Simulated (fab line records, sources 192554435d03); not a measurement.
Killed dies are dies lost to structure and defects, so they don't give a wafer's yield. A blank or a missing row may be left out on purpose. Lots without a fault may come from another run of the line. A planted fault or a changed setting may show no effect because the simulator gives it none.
Chamber matching | flow n5_finfet | N5_BEOL_M0_STRIP_142 on rie_diel-03: 4 sister chambers
The step strips in N2/H2, time 10 s. 8 wafers are shown with their chamber, then 7 later ones without.

WAFERS WITH THEIR CHAMBER
wafer  | chamber | drypump_motor_current_A (A) | throttle_valve_pct (%)
L080.1 | 0       | 5.1                         | 23.50
L080.3 | 3       | 5.7                         | 23.57
L085.5 | 0       | 5.2                         | 23.50
L087.1 | 2       | 5.6                         | 23.80
L087.4 | 3       | 5.7                         | 23.61
L087.5 | 1       | 6.3                         | 23.05
L092.2 | 1       | 6.3                         | 23.09
L092.3 | 2       | 5.6                         | 23.81

WAFERS WITHOUT THEIR CHAMBER
wafer  | drypump_motor_current_A (A) | throttle_valve_pct (%)
L092.6 | 5.1                         | 23.54
L093.1 | 6.3                         | 23.08
L093.3 | 5.2                         | 23.53
L093.5 | 5.6                         | 23.80
L094.3 | 5.2                         | 23.54
L094.5 | 6.3                         | 23.09
L094.6 | 5.6                         | 23.80

WHICH CHAMBER EACH WENT THROUGH
wafer  | from the rows above | in truth
L092.6 | 0                   | 0
L093.1 | 1                   | 1
L093.3 | 0                   | 0
L093.5 | 2                   | 2
L094.3 | 0                   | 0
L094.5 | 1                   | 1
L094.6 | 2                   | 2
Placed correctly: 7 of 7. Can't be placed from these rows: 0. Placed wrongly: 0.
How it was worked out, from the rows above alone: a wafer's distance from a chamber is the root of the sum, over the readings, of the square of ((its reading less the chamber's mean) divided by the reading's scatter). The wafer belongs to the nearest chamber; if the next one is less than 2 further off, it can't be placed. A chamber's mean is the mean of its shown wafers. The scatter: the root of (the sum of the squares of (reading less its chamber's mean) over the shown wafers, divided by (wafers less chambers)).
